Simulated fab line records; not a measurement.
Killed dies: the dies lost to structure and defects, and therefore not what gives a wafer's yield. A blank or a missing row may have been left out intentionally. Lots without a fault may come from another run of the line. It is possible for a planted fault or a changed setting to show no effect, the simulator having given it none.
fab line records	flow nandHarc	part 1 of 2: steps 1 to 25 of 41
record lots=5	wafers=15	lastDay=32
route steps=1302 shown P_M2@324 P_BONDPAD@351
lots that met no fault: taken from a fault-free run of the same line
startH: start of the lot's first displayed wafer, in hours after the record's first day	waitH: how many hours have passed since the lot's step before this one	" identical to the entry in the row above	L1.1+2: a single row standing in for several wafers	- no value present, or no start provided	* or withheld: withheld	< > ~ a bound
route shown NAME@n: a module of which the file shows steps, and the number in the route of the first	usual: the fault-free wafers' mean and standard deviation	same: alike in all rows	chamber/n: place in a boat	sites: each site's reading	_std_site: the standard deviation of these	_edge_site: outer sites' mean less inner sites'	radiusMm: for every site, how far away it sits from the centre of the wafer	mask NAME#n: copy n	behind: the most recent tool/chamber to have shaped the wafer	hold: reason for holding the lot/hours on hold/outcome of the hold	device: the n, p or np transistor that did not switch	end of line: tests of these same wafers at the route's end	a step without rows: its recipe alone	killed: the dies lost at the first sort to structure and to defects; this is not the yield of the wafer	map: the dies of a wafer, with x for killed, . for not killed, _ for no die there
set.NAME: the setting that was run; set.NAME@STEP: the one run at that earlier step	model.NAME: the simulator's own value behind a step, which no gauge read
lots at some steps of the route; a table a step, a row a wafer
services: a tool's chamber out of use, with start hour (startH, from the record's first day; less than 0 if before it), hours out, and reason
## steps
# step NHARC_P_M2_EBR_05
lot.wafer	tool	chamber	startH	waitH
L079.1+4+6	lithoTrack-01	0	-	-
L082.2+3+5	lithoTrack-01	0	-	-
L086.1+3+6	lithoTrack-01	0	-	-
L088.1+2+5	lithoTrack-06	0	-	-
L096.2+3+4	lithoTrack-06	0	-	-
# step NHARC_P_M2_EXPOSE_06
# recipe na=1.35	targetCdNm=170	doseMj=80.78	maskId=P_M2
lot.wafer	tool	chamber	startH	waitH	mask
L079.1+4+6	arfiScanner-02	0	179.63	-	P_M2#0
L082.2+3+5	arfiScanner-03	0	211.84	-	P_M2#0
L086.1+3+6	arfiScanner-02	0	254.44	-	P_M2#0
L088.1+2+5	arfiScanner-01	0	285.15	-	P_M2#0
L096.2+3+4	arfiScanner-01	0	346.75	-	P_M2#0
# step NHARC_P_M2_PEB_07
# recipe pebTempC=100	pebTimeS=65
lot.wafer	tool	chamber	startH	waitH
L079.1+4+6	lithoTrack-01	0	179.69	0.1
L082.2+3+5	lithoTrack-04	0	211.89	0.1
L086.1+3+6	lithoTrack-06	0	254.50	0.1
L088.1+2+5	lithoTrack-01	0	285.21	0.1
L096.2+3+4	lithoTrack-04	0	346.81	0.1
# step NHARC_P_M2_DEVELOP_08
# recipe developTimeS=35	devTempC=23
lot.wafer	tool	chamber	startH	waitH
L079.1+4+6	lithoTrack-01	0	-	-
L082.2+3+5	lithoTrack-04	0	-	-
L086.1+3+6	lithoTrack-06	0	-	-
L088.1+2+5	lithoTrack-01	0	-	-
L096.2+3+4	lithoTrack-04	0	-	-
# step NHARC_P_M2_CD_MEAS_09
# recipe targetCdNm=170	landingEnergyEv=500
# usual cdNm=169.9/0.48
lot.wafer	tool	chamber	startH	waitH	cdNm
L079.1	cdSem-02	0	179.77	-	169.5
L079.4	"	0	"	"	169.4
L079.6	"	0	"	"	169.7
L082.2	cdSem-03	0	211.97	-	170.4
L082.3	"	0	"	"	170.2
L082.5	"	0	"	"	170.4
L086.1	cdSem-03	0	254.58	-	169.2
L086.3	"	0	"	"	169.7
L086.6	"	0	"	"	170.1
L088.1	cdSem-01	0	285.29	-	170.6
L088.2	"	0	"	"	170.3
L088.5	"	0	"	"	170.4
L096.2	cdSem-03	0	346.89	-	169.5
L096.3	"	0	"	"	169.5
L096.4	"	0	"	"	169.5
# step NHARC_P_M2_OVL_MEAS_10
# recipe pitchNm=340
# usual overlayXNm=0.1/0.92	overlayYNm=0.1/0.6
lot.wafer	tool	chamber	startH	waitH	overlayXNm	overlayYNm
L079.1	overlay-02	-	179.86	-	0.9	-0.2
L079.4	"	-	"	"	0.5	-0.9
L079.6	"	-	"	"	1.0	0.0
L082.2	overlay-01	-	212.06	-	1.4	0.6
L082.3	"	-	"	"	1.7	-0.4
L082.5	"	-	"	"	1.6	-0.6
L086.1	overlay-02	-	254.66	-	0.4	0.8
L086.3	"	-	"	"	0.4	0.7
L086.6	"	-	"	"	0.8	0.6
L088.1	overlay-01	-	285.38	-	0.3	-1.0
L088.2	"	-	"	"	0.1	0.1
L088.5	"	-	"	"	-0.2	0.0
L096.2	overlay-01	-	346.97	-	-0.4	0.3
L096.3	"	-	"	"	-0.5	1.3
L096.4	"	-	"	"	-0.2	0.9
# step NHARC_P_M2_INSPECT_11
# usual rawDefectCount=4.5/2.5
lot.wafer	tool	chamber	startH	waitH	rawDefectCount
L079.1	defectInspect-02	-	179.90	0.0	3
L079.4	"	-	"	"	1
L079.6	"	-	"	"	3
L082.2	defectInspect-01	-	212.10	0.0	6
L082.3	"	-	"	"	3
L082.5	"	-	"	"	8
L086.1	defectInspect-02	-	254.70	0.0	5
L086.3	"	-	"	"	2
L086.6	"	-	"	"	6
L088.1	defectInspect-02	-	285.41	0.0	9
L088.2	"	-	"	"	3
L088.5	"	-	"	"	2
L096.2	defectInspect-02	-	347.01	0.0	5
L096.3	"	-	"	"	5
L096.4	"	-	"	"	4
# step NHARC_P_M2_DESCUM_14
# recipe timeS=3	o2FlowSccm=200	arFlowSccm=0	biasPowerW=0	chemistry=O2
# usual drypumpMotorCurrentA=5.7/0.51	oesProductAu=0.999/0.0067	rfVppV=57.8/0.87	showerheadPlenumPTorr=1.93/0.096	throttleValvePct=11.312/0.0099
# same timeS=3
lot.wafer	tool	chamber	startH	waitH	drypumpMotorCurrentA	oesProductAu	rfHoursCounterH	rfVppV	showerheadPlenumPTorr	throttleValvePct
L079.4	rieDiel-08	1	179.96	0.1	6.1	1.008	5.5	58.7	1.96	11.321
L079.1	"	3	"	"	5.7	1.004	6.4	58.8	2.05	11.313
L079.6	"	2	"	"	6.2	1.007	-	58.0	2.05	11.299
L082.2	rieDiel-08	3	212.18	0.1	5.7	0.990	0.1	58.4	2.05	11.316
L082.3	"	0	"	"	4.6	0.998	0.1	57.7	1.80	11.310
L082.5	"	1	"	"	6.1	1.004	-	57.4	1.96	11.297
L086.1	rieDiel-08	3	254.76	0.1	5.7	1.004	1.2	58.5	2.05	11.310
L086.3	"	1	"	"	6.1	0.997	1.3	57.7	1.96	11.300
L086.6	"	3	"	"	5.7	1.007	-	58.0	2.05	11.293
L088.2	rieDiel-08	0	285.49	0.1	4.6	0.995	2.9	57.8	1.80	11.325
L088.1	"	1	"	"	6.1	0.999	3.2	57.6	1.95	11.305
L088.5	"	0	"	"	4.6	0.995	-	56.2	1.80	11.321
L096.4	rieDiel-08	2	347.07	0.1	6.1	1.007	5.9	57.5	2.05	11.311
L096.3	"	0	"	"	4.6	0.996	6.2	57.7	1.80	11.318
L096.2	"	1	"	"	6.1	0.990	6.0	57.3	1.95	11.307
# step NHARC_P_M2_ETCH_35
# recipe targetDepthA=400	overetchA=120	timeS=43.94	ionEnergyEv=200	n2FlowSccm=150	h2FlowSccm=150	arFlowSccm=0	rfW=400	biasW=150	chemistry=N2/H2
# usual drypumpMotorCurrentA=5.7/0.54	oesProductAu=1.001/0.0083	rfVppV=431/3	showerheadPlenumPTorr=2.05/0.1	throttleValvePct=14.170/0.0098
# same timeS=43.94
lot.wafer	tool	chamber	startH	waitH	drypumpMotorCurrentA	oesProductAu	rfHoursCounterH	rfVppV	showerheadPlenumPTorr	throttleValvePct
L079.1	rieDiel-08	0	180.05	0.1	4.6	1.016	5.6	427	1.91	14.153
L079.4	"	2	"	"	6.2	1.006	6.4	436	2.19	14.158
L079.6	"	0	"	"	4.6	1.013	-	428	1.91	14.165
L082.2	rieDiel-08	1	212.25	0.1	6.1	1.009	0.1	433	2.09	14.181
L082.3	"	2	"	"	6.2	1.005	0.1	435	2.19	14.170
L082.5	"	1	"	"	6.1	0.998	-	433	2.09	14.162
L086.3	rieDiel-08	0	254.86	0.1	4.6	1.001	1.3	428	1.91	14.177
L086.1	"	1	"	"	6.1	0.989	1.3	433	2.09	14.188
L086.6	"	3	"	"	5.7	0.995	-	434	2.19	14.187
L088.1	rieDiel-08	1	285.65	0.1	6.1	0.989	3.2	431	2.09	14.169
L088.2	"	0	"	"	4.6	0.988	2.9	426	1.91	14.179
L088.5	"	0	"	"	4.6	1.006	-	427	1.91	14.166
L096.4	rieDiel-08	2	347.15	0.1	6.1	1.008	5.9	436	2.19	14.184
L096.3	"	3	"	"	5.7	0.995	4.4	435	2.19	14.158
L096.2	"	1	"	"	6.1	0.990	6.0	432	2.08	14.170
# step NHARC_P_M2_ETCH_15
# recipe targetDepthA=1825	timeS=91.2	c4f8FlowSccm=withheld	arFlowSccm=400	rfW=600	biasW=300	chemistry=C4F8/Ar
# usual oesProductAu=0.951/0.022	rfVppV=441/3.1
# same timeS=91.2
lot.wafer	tool	chamber	startH	waitH	oesProductAu	rfHoursCounterH	rfVppV
L079.1	rieDiel-08	0	-	-	0.979	5.6	437
L079.4	"	1	"	"	0.956	5.6	441
L079.6	"	3	"	"	0.987	-	445
L082.2	rieDiel-08	3	-	-	0.977	0.2	445
L082.3	"	0	"	"	0.973	0.2	439
L082.5	"	3	"	"	0.967	-	443
L086.1	rieDiel-08	2	-	-	0.944	1.3	445
L086.3	"	3	"	"	0.952	1.3	445
L086.6	"	2	"	"	0.949	-	445
L088.2	rieDiel-08	0	-	-	0.943	3.0	437
L088.1	"	1	"	"	0.936	3.2	442
L088.5	"	1	"	"	0.938	-	441
L096.4	rieDiel-08	2	-	-	0.920	6.0	444
L096.2	"	3	"	"	0.923	4.5	445
L096.3	"	0	"	"	0.923	6.2	437
# step NHARC_P_M2_CD_MEAS_16
# usual cdNm=169.8/0.55
lot.wafer	tool	chamber	startH	waitH	cdNm
L079.1	cdSem-01	-	180.26	-	169.5
L079.4	"	-	"	"	169.9
L079.6	"	-	"	"	169.9
L082.2	cdSem-02	-	212.47	-	169.8
L082.3	"	-	"	"	169.4
L082.5	"	-	"	"	169.8
L086.1	cdSem-02	-	255.07	-	169.1
L086.3	"	-	"	"	168.9
L086.6	"	-	"	"	170.1
L088.1	cdSem-02	-	285.89	-	169.6
L088.2	"	-	"	"	170.3
L088.5	"	-	"	"	170.7
L096.2	cdSem-02	-	347.38	-	169.0
L096.3	"	-	"	"	169.2
L096.4	"	-	"	"	169.2
# step NHARC_P_M2_STRIP_18
# recipe powerW=1000	n2FlowSccm=150	h2FlowSccm=150	arFlowSccm=0	biasW=0	chemistry=N2/H2
# usual drypumpMotorCurrentA=5.8/0.51	oesProductAu=1.001/0.0067	rfVppV=90.7/1	showerheadPlenumPTorr=2.02/0.11	throttleValvePct=14.171/0.01
lot.wafer	tool	chamber	startH	waitH	drypumpMotorCurrentA	oesProductAu	rfHoursCounterH	rfVppV	showerheadPlenumPTorr	throttleValvePct
L079.1	rieDiel-03	0	180.37	0.1	5.5	1.002	5.0	89.9	1.98	14.180
L079.4	"	2	"	"	6.6	0.997	-	91.6	2.20	14.181
L079.6	"	0	"	"	5.5	0.998	-	89.7	1.98	14.165
L082.2	rieDiel-03	0	212.54	0.1	5.5	1.001	7.9	89.7	1.98	14.168
L082.3	"	1	"	"	5.6	0.998	8.4	89.1	1.90	14.171
L082.5	"	1	"	"	5.6	1.005	-	90.2	1.89	14.168
L086.1	rieDiel-03	1	255.14	0.1	5.6	1.008	10.2	89.8	1.89	14.185
L086.3	"	2	"	"	6.6	0.998	9.5	91.6	2.20	14.193
L086.6	"	1	"	"	5.6	1.004	-	89.8	1.89	14.150
L088.1	rieDiel-07	0	285.97	0.1	6.3	0.994	9.2	92.2	2.02	14.157
L088.2	"	2	"	"	5.4	0.995	7.9	91.3	1.97	14.161
L088.5	"	0	"	"	6.3	1.004	-	89.7	2.02	14.177
L096.3	rieDiel-07	2	347.45	0.1	5.4	0.993	2.0	89.4	1.97	14.172
L096.2	"	0	"	"	6.4	0.994	2.6	90.3	2.02	14.181
L096.4	"	1	"	"	5.6	0.994	1.8	90.3	1.96	14.151
# step NHARC_P_M2_ETCH_28
# recipe targetDepthA=300	overEtchFrac=0.3	timeS=72.99	ionEnergyEv=150	cf4FlowSccm=50	n2FlowSccm=100	arFlowSccm=150	rfW=300	biasW=100	chemistry=CF4/N2
# usual drypumpMotorCurrentA=5.8/0.48	oesProductAu=1.002/0.0072	rfVppV=314.1/2.3	showerheadPlenumPTorr=2.62/0.13	throttleValvePct=19.796/0.0083
# same timeS=72.99
lot.wafer	tool	chamber	startH	waitH	drypumpMotorCurrentA	oesProductAu	rfHoursCounterH	rfVppV	showerheadPlenumPTorr	throttleValvePct
L079.1	rieDiel-03	0	-	-	5.5	1.004	5.1	311.5	2.55	19.809
L079.4	"	0	"	"	5.5	1.004	-	313.4	2.55	19.784
L079.6	"	2	"	"	6.6	1.000	-	318.9	2.81	19.800
L082.3	rieDiel-03	1	-	-	5.6	1.000	8.4	310.4	2.45	19.792
L082.2	"	3	"	"	5.2	0.998	0.6	313.4	2.56	19.796
L082.5	"	2	"	"	6.6	0.999	-	318.0	2.81	19.804
L086.1	rieDiel-03	2	-	-	6.6	1.006	9.5	316.7	2.81	19.799
L086.3	"	3	"	"	5.3	1.009	1.8	313.2	2.56	19.795
L086.6	"	0	"	"	5.5	1.003	-	313.5	2.55	19.798
L088.2	rieDiel-07	2	286.36	0.3	5.4	1.014	8.0	313.2	2.54	19.804
L088.1	"	0	"	"	6.3	1.002	9.3	313.3	2.60	19.797
L088.5	"	2	"	"	5.4	1.016	-	312.0	2.54	19.796
L096.2	rieDiel-07	3	-	-	6.0	0.997	2.7	315.9	2.68	19.803
L096.4	"	0	"	"	6.3	0.991	2.6	314.5	2.60	19.794
L096.3	"	2	"	"	5.4	0.999	2.1	313.8	2.54	19.793
# step NHARC_P_M2_STRIP_19
# recipe timeS=600	tempC=30	chemistry=postEtchResidueRemover
# same timeS=600
lot.wafer	tool	chamber	startH	waitH
L079.4+1+6	wetBench-08	7,0,1	180.79	-
L082.2+5+3	wetBench-08	0,2,5	212.91	-
L086.3+1+6	wetBench-10	2,3,5	255.51	-
L088.2+5+1	wetBench-08	7,1,3	286.54	0.2
L096.2+4+3	wetBench-10	5,7,1	347.82	-
# step NHARC_P_M2_DEGAS_29
# recipe tempC=250	timeS=60
# usual heaterPowerW=330/17
# same timeS=60
lot.wafer	tool	chamber	startH	waitH	heaterPowerW
L079.1	pvdSputter-02	-	181.05	-	331
L079.4	"	-	"	"	353
L079.6	"	-	"	"	332
L082.3	pvdSputter-02	-	213.18	-	338
L082.2	"	-	"	"	340
L082.5	"	-	"	"	360
L086.3	pvdSputter-03	-	255.78	-	309
L086.1	"	-	"	"	339
L086.6	"	-	"	"	316
L088.1	pvdSputter-03	-	286.81	-	335
L088.2	"	-	"	"	333
L088.5	"	-	"	"	324
L096.2	pvdSputter-02	-	348.09	-	325
L096.3	"	-	"	"	367
L096.4	"	-	"	"	327
# step NHARC_P_M2_PRE_CLEAN_30
# recipe timeS=30	tempC=280	gas=H2/He
# usual heaterPowerW=405/20
# same timeS=30
lot.wafer	tool	chamber	startH	waitH	heaterPowerW
L079.4	pvdSputter-02	-	-	-	403
L079.1	"	-	"	"	380
L079.6	"	-	"	"	384
L082.2	pvdSputter-02	-	-	-	384
L082.3	"	-	"	"	441
L082.5	"	-	"	"	394
L086.3	pvdSputter-03	-	-	-	402
L086.1	"	-	"	"	406
L086.6	"	-	"	"	419
L088.2	pvdSputter-03	-	-	-	418
L088.1	"	-	"	"	396
L088.5	"	-	"	"	422
L096.4	pvdSputter-02	-	-	-	390
L096.2	"	-	"	"	408
L096.3	"	-	"	"	454
# step NHARC_P_M2_PVD_20
# recipe targetThkA=50	biasV=168.6	powerW=15000	chamberPressurePa=0.12	timeS=8.06	substrateTempC=50	material=TaN
# usual throttleValvePct=30.2/0.76
# same timeS=8.06
lot.wafer	tool	chamber	startH	waitH	throttleValvePct
L079.4	pvdSputter-02	-	-	-	30.4
L079.1	"	-	"	"	29.1
L079.6	"	-	"	"	30.3
L082.2	pvdSputter-02	-	-	-	28.8
L082.3	"	-	"	"	29.4
L082.5	"	-	"	"	28.8
L086.1	pvdSputter-03	-	-	-	30.2
L086.3	"	-	"	"	31.1
L086.6	"	-	"	"	30.4
L088.2	pvdSputter-03	-	-	-	31.0
L088.1	"	-	"	"	29.9
L088.5	"	-	"	"	31.1
L096.4	pvdSputter-02	-	-	-	29.8
L096.2	"	-	"	"	29.7
L096.3	"	-	"	"	30.7
# step NHARC_P_M2_PVD_21
# recipe targetThkA=300	chamberPressurePa=5	powerW=5000	substrateTempC=30	timeS=20.49	material=Cu
# usual throttleValvePct=30.2/0.77
# same timeS=20.49
lot.wafer	tool	chamber	startH	waitH	throttleValvePct
L079.1	pvdSputter-02	-	-	-	30.3
L079.4	"	-	"	"	29.6
L079.6	"	-	"	"	29.6
L082.2	pvdSputter-02	-	-	-	28.7
L082.3	"	-	"	"	29.9
L082.5	"	-	"	"	30.2
L086.3	pvdSputter-03	-	-	-	30.9
L086.1	"	-	"	"	30.9
L086.6	"	-	"	"	30.8
L088.1	pvdSputter-03	-	-	-	31.0
L088.2	"	-	"	"	31.0
L088.5	"	-	"	"	30.2
L096.2	pvdSputter-02	-	-	-	29.8
L096.4	"	-	"	"	29.8
L096.3	"	-	"	"	30.0
# step NHARC_P_M2_ECD_22
# recipe targetThkA=4000	bathTempC=25	material=Cu
lot.wafer	tool	chamber	startH	waitH
L079.1+4+6	ecdCu-02	0	181.40	-
L082.2+3+5	ecdCu-01	0	213.54	-
L086.1+3+6	ecdCu-02	0	256.19	-
L088.2+1+5	ecdCu-01	0,1,0	287.16	-
L096.2+4+3	ecdCu-01	0,0,1	348.45	-
# step NHARC_P_M2_ANNEAL_31
# recipe tempC=225	timeS=90
# usual wafer_temp_C_max=225.96/0.25
# same timeS=90
lot.wafer	tool	chamber	startH	waitH	wafer_temp_C_max
L079.1	rtpAnneal-01	0	181.78	0.3	225.99
L079.4	"	0	"	"	225.98
L079.6	"	0	"	"	225.83
L082.2	rtpAnneal-02	0	213.97	-	226.27
L082.3	"	0	"	"	225.88
L082.5	"	0	"	"	225.58
L086.1	rtpAnneal-01	0	256.51	-	226.43
L086.3	"	0	"	"	225.96
L086.6	"	0	"	"	226.16
L088.1	rtpAnneal-02	0	287.67	0.4	225.63
L088.2	"	0	"	"	225.85
L088.5	"	0	"	"	225.98
L096.2	rtpAnneal-02	0	348.88	0.4	225.61
L096.3	"	0	"	"	225.88
L096.4	"	0	"	"	225.73
# step NHARC_P_M2_CMP_23
# recipe tOverpolishS=20	targetThkNm=144.3
# usual motorCurrentA=11.4/0.9	timeToEndpointS=28.9/1.9
lot.wafer	tool	chamber	startH	waitH	motorCurrentA	timeToEndpointS
L079.4	cmp-02	3	182.12	-	12.4	27.0
L079.1	"	1	"	"	12.3	29.5
L079.6	"	0	"	"	11.2	26.9
L082.3	cmp-03	2	214.29	-	11.0	30.0
L082.2	"	3	"	"	11.8	27.6
L082.5	"	2	"	"	10.7	28.1
L086.1	cmp-03	0	256.89	-	9.8	30.7
L086.3	"	1	"	"	12.0	34.4
L086.6	"	3	"	"	11.6	30.1
L088.1	cmp-04	3	288.01	-	12.8	28.3
L088.2	"	2	"	"	9.6	27.7
L088.5	"	0	"	"	11.1	25.2
L096.4	cmp-02	3	349.17	-	12.1	30.2
L096.3	"	0	"	"	11.3	26.6
L096.2	"	2	"	"	10.7	27.0
# step NHARC_P_M2_THK_MEAS_24
# recipe thkMeasGauge=xrf
# usual thkNm=144.8/1.1
lot.wafer	tool	chamber	startH	waitH	thkNm
L079.1	filmMetro-02	-	182.44	-	146.0
L079.4	"	-	"	"	145.5
L079.6	"	-	"	"	144.1
L082.2	filmMetro-02	-	214.58	-	145.0
L082.3	"	-	"	"	145.2
L082.5	"	-	"	"	144.5
L086.1	filmMetro-01	-	257.17	-	143.3
L086.3	"	-	"	"	143.0
L086.6	"	-	"	"	143.9
L088.1	filmMetro-01	-	288.32	-	144.6
L088.2	"	-	"	"	143.2
L088.5	"	-	"	"	145.8
L096.2	filmMetro-01	-	349.49	-	144.8
L096.3	"	-	"	"	144.6
L096.4	"	-	"	"	145.7
# step NHARC_P_M2_SRD_25
lot.wafer	tool	chamber	startH	waitH
L079.1+6+4	wetBench-10	5,7,0	182.49	0.0
L082.3+5+2	wetBench-08	7,2,3	214.62	0.0
L086.6+3+1	wetBench-08	6,7,2	257.21	0.0
L088.2+5+1	wetBench-10	2,4,6	288.37	0.0
L096.2+3+4	wetBench-10	7,1,2	349.53	0.0
# step NHARC_P_M2_INSPECT_27
# usual rawDefectCount=311/110
lot.wafer	tool	chamber	startH	waitH	rawDefectCount
L079.1	defectInspect-01	-	182.62	0.0	612
L079.4	"	-	"	"	418
L079.6	"	-	"	"	350
L082.2	defectInspect-01	-	214.74	0.0	216
L082.3	"	-	"	"	261
L082.5	"	-	"	"	152
L086.1	defectInspect-01	-	257.33	0.0	292
L086.3	"	-	"	"	244
L086.6	"	-	"	"	141
L088.1	defectInspect-01	-	288.48	0.0	454
L088.2	"	-	"	"	240
L088.5	"	-	"	"	461
L096.2	defectInspect-01	-	349.65	0.0	259
L096.3	"	-	"	"	494
L096.4	"	-	"	"	405
# step NHARC_P_M2_PRE_CLEAN_32
# recipe timeS=12	tempC=370	rfPowerW=300	gas=NH3
# usual heaterPowerOuterW=355/72	heaterPowerW=621/89
# same timeS=12
lot.wafer	tool	chamber	startH	waitH	heaterPowerOuterW	heaterPowerW
L079.1	pecvd-03	1	182.71	0.1	431	757
L079.6	"	2	"	"	356	592
L079.4	"	1	"	"	440	762
L082.2	pecvd-04	0	214.81	0.1	448	722
L082.3	"	2	"	"	265	553
L082.5	"	2	"	"	264	545
L086.3	pecvd-04	2	257.47	0.1	292	565
L086.1	"	0	"	"	471	723
L086.6	"	0	"	"	479	746
L088.2	pecvd-03	1	288.55	0.1	415	727
L088.1	"	2	"	"	342	563
L088.5	"	1	"	"	418	729
L096.2	pecvd-04	0	349.71	0.1	472	742
L096.3	"	1	"	"	314	538
L096.4	"	2	"	"	307	611
